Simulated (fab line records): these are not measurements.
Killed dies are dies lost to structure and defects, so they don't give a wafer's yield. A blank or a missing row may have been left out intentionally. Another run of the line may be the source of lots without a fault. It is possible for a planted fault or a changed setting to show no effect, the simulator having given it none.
Matching of chambers -- flow nand harc -- rie diel-08 running NHARC_P_GATE_DESCUM_13: 4 sister chambers
The step chemistry O2, time 3 s. 24 wafers are shown with their chamber, then 12 later ones without.

## WAFERS PAIRED WITH THEIR CHAMBERS
wafer,chamber,showerhead plenum p Torr (Torr),drypump motor current A (A),oes product au (a.u.)
L074.2,3,2.07,5.4,0.995
L074.4,0,1.96,5.7,0.980
L074.6,2,1.94,5.1,1.004
L075.1,3,2.06,5.4,1.004
L075.3,1,1.93,5.9,0.992
L075.6,0,1.96,5.7,0.991
L077.2,0,1.96,5.7,0.987
L077.4,3,2.06,5.5,1.001
L077.5,1,1.93,5.9,0.996
L079.1,0,1.96,5.7,0.974
L079.4,2,1.94,5.1,1.003
L079.6,3,2.06,5.4,0.997
L082.4,1,1.93,5.9,0.986
L082.5,2,1.94,5.1,1.009
L082.6,1,1.93,5.9,0.986
L085.2,0,1.95,5.7,0.995
L085.3,3,2.06,5.4,1.000
L085.5,3,2.06,5.4,0.997
L086.1,2,1.94,5.1,1.011
L086.2,1,1.93,5.9,0.971
L086.5,1,1.93,5.9,0.983
L089.2,3,2.06,5.4,1.014
L089.5,3,2.06,5.4,1.009
L089.6,0,1.95,5.6,0.999

SIGNATURES (averages over the wafers above)
reading,chamber 0,chamber 1,chamber 2,chamber 3,scatter within a chamber
showerhead plenum p Torr,1.9567,1.9300,1.9400,2.0613,0.00332
drypump motor current A,5.683,5.900,5.100,5.413,0.0292
oes product au,0.98767,0.98567,1.00675,1.00212,0.0076
Rule: a wafer lies at a distance from a chamber equal to the root of the sum of squares, over the readings, of (its reading less the chamber's mean, divided by the reading's scatter). If the next closest chamber is less than 2 further off than the closest, the wafer can't be placed; otherwise it belongs to the closest. The scatter: take each reading less its chamber's mean, square it, sum over the shown wafers, divide by the number of wafers less the number of chambers, and take the root.

## WAFERS WITHOUT THEIR CHAMBER
wafer,showerhead plenum p Torr (Torr),drypump motor current A (A),oes product au (a.u.)
L091.2,1.93,5.1,1.019
L091.4,2.06,5.4,1.006
L091.6,1.92,5.8,0.981
L092.2,1.92,5.9,0.985
L092.4,1.93,5.1,1.012
L092.6,1.95,5.7,1.003
L094.2,1.95,5.7,0.987
L094.5,1.92,5.8,0.966
L094.6,2.06,5.5,1.007
L093.1,1.95,5.7,0.986
L093.2,2.06,5.5,1.002
L093.6,1.92,5.9,0.971

## WHICH CHAMBER EACH WENT THROUGH
wafer,from the rows above,in truth
L091.2,2,2
L091.4,3,3
L091.6,1,1
L092.2,1,1
L092.4,2,2
L092.6,0,0
L094.2,0,0
L094.5,1,1
L094.6,3,3
L093.1,0,0
L093.2,3,3
L093.6,1,1
Correctly placed: 12 of 12. Number that these rows cannot place: 0. Placed wrongly: 0.
